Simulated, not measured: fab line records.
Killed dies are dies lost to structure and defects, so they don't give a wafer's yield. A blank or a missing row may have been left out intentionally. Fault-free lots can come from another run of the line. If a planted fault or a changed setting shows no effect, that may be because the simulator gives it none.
Lot-split experiment + flow n5_finfet + on a route of 1938 steps: 7 lots, 21 wafers read

SPLIT DETAILS
At N5_FIN_CUT_COAT_19 (time 60 s, resist thk 20 nm), the setting spin_rpm was moved away from the recipe's 1500 rpm on 5 of the 21 wafers read, by -8.7% to -4.1%. The other wafers ran this setting at the recipe's value.

FROM THE SPLIT TO THE READING: what the file shows between them, 4 steps
- N5_FIN_CUT_COAT_29: time 60 s, resist thk 10 nm
- N5_FIN_CUT_COAT_02: resist thk 30 nm
- N5_FIN_CUT_DESCUM_13: chemistry O2, time 7 s
- N5_FIN_CUT_ETCH_30: etches underlayer in N2/H2, target depth 13 nm, time 10.4 s

THE READING
etch.depth_nm (the simulator's own value, which no gauge read), in nm, at N5_FIN_CUT_ETCH_20 (etches SiARC in CF4, target depth 26 nm, time 43.3 s). The file gives no usual value for it. Here, 16 wafers ran the recipe; their average is 20.01 nm with a standard deviation of 0.032 nm.

| wafer  | tool, chamber at the split | spin_rpm as run, rpm | against the recipe | etch.depth_nm, nm | against lot-mates on the recipe |
|--------|----------------------------|----------------------|--------------------|-------------------|---------------------------------|
| L075.1 | litho_track-05, 0          | 1500                 | recipe             | 19.98             | -                               |
| L075.2 | litho_track-05, 0          | 1500                 | recipe             | 20.01             | -                               |
| L075.6 | litho_track-05, 0          | 1500                 | recipe             | 20.01             | -                               |
| L078.1 | litho_track-05, 0          | 1370                 | -8.7%              | 20.96             | +0.90                           |
| L078.3 | litho_track-05, 0          | 1500                 | recipe             | 20.06             | -                               |
| L078.5 | litho_track-05, 0          | 1370                 | -8.7%              | 21.02             | +0.96                           |
| L079.1 | litho_track-04, 0          | 1500                 | recipe             | 20                | -                               |
| L079.6 | litho_track-04, 0          | 1500                 | recipe             | 20                | -                               |
| L079.3 | litho_track-04, 0          | 1500                 | recipe             | 20.04             | -                               |
| L081.4 | litho_track-04, 0          | 1500                 | recipe             | 20                | -                               |
| L081.5 | litho_track-04, 0          | 1500                 | recipe             | 20                | -                               |
| L081.6 | litho_track-04, 0          | 1500                 | recipe             | 20.07             | -                               |
| L086.2 | litho_track-05, 0          | 1500                 | recipe             | 19.96             | -                               |
| L086.3 | litho_track-05, 0          | 1500                 | recipe             | 20.03             | -                               |
| L086.4 | litho_track-05, 0          | 1406                 | -6.3%              | 20.58             | +0.58                           |
| L089.2 | litho_track-03, 0          | 1500                 | recipe             | 19.99             | -                               |
| L089.3 | litho_track-03, 0          | 1500                 | recipe             | 20.02             | -                               |
| L089.6 | litho_track-03, 0          | 1500                 | recipe             | 20.07             | -                               |
| L090.1 | litho_track-04, 0          | 1439                 | -4.1%              | 20.44             | +0.47                           |
| L090.4 | litho_track-04, 0          | 1439                 | -4.1%              | 20.42             | +0.45                           |
| L090.5 | litho_track-04, 0          | 1500                 | recipe             | 19.97             | -                               |

FIT RESULTS
A straight line over all 21 wafers: etch.depth_nm changes by -0.108 nm for each +1% of spin_rpm; r = -0.99; the points scatter about the line by 0.043 nm.
The same after taking each lot's own level away (the mean of its wafers on the recipe; 21 wafers): -0.106 nm for each +1%; r = -0.99; scatter 0.033 nm.
That fit puts the effect of the largest move of spin_rpm on the reading at 0.92 nm.
The lots' own levels span 19.970 to 20.060 nm, that is 2.8 times the standard deviation above.
Hence the lot-to-lot level has little effect on the slope; both slopes agree.
Check: with one of the wafers moved furthest among these (-8.7%) left out of the fit, the line predicts +0.924 nm for it against its lot-mates. It came out at +0.9 nm against them.

THESE WAFERS: OTHER SPLITS
Other splits were also applied to these wafers ahead of the reading. Each is held against what the fit with the lots' levels taken away leaves over:
| other split on the same wafers    | wafers away from the commonest value | r with etch.depth_nm (lot level and that fit taken away) |
|-----------------------------------|--------------------------------------|----------------------------------------------------------|
| N5_ZERO_LAYER_PECVD_02 time_s     | 6                                    | +0.44                                                    |
| N5_ZERO_LAYER_EXPOSE_08 dose_mj   | 7                                    | +0.12                                                    |
| N5_WELL_APT_EXPOSE_22 dose_mj     | 6                                    | -0.44                                                    |
| N5_WELL_APT_PEB_23 peb_time_s     | 11                                   | -0.10                                                    |
| N5_FIN_SAQP_SPACER1_ALD_24 temp_c | 6                                    | -0.31                                                    |
| N5_FIN_SAQP_FIN_ETCH_36 icp_w     | 6                                    | +0.03                                                    |

THE WHOLE CHAIN: every reading that the file lists as answering this split, in the file's order
| step               | what it does                                         | reading                                                                          | change (the file's fit)               | r (the file's) |
|--------------------|------------------------------------------------------|----------------------------------------------------------------------------------|---------------------------------------|----------------|
| N5_FIN_CUT_COAT_19 | time 60 s, resist thk 20 nm                          | SiARC_of_FIN_CUT_COAT_19.thk_nm (the simulator's own value, which no gauge read) | -0.107 nm for each +1% of the setting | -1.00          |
| N5_FIN_CUT_ETCH_20 | etches SiARC in CF4, target depth 26 nm, time 43.3 s | etch.depth_nm (the simulator's own value, which no gauge read)                   | -0.103 nm for each +1% of the setting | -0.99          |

THE FILE'S OWN FIT
etch.depth_nm changes by -0.103 nm for each +1% of spin_rpm, r = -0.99.
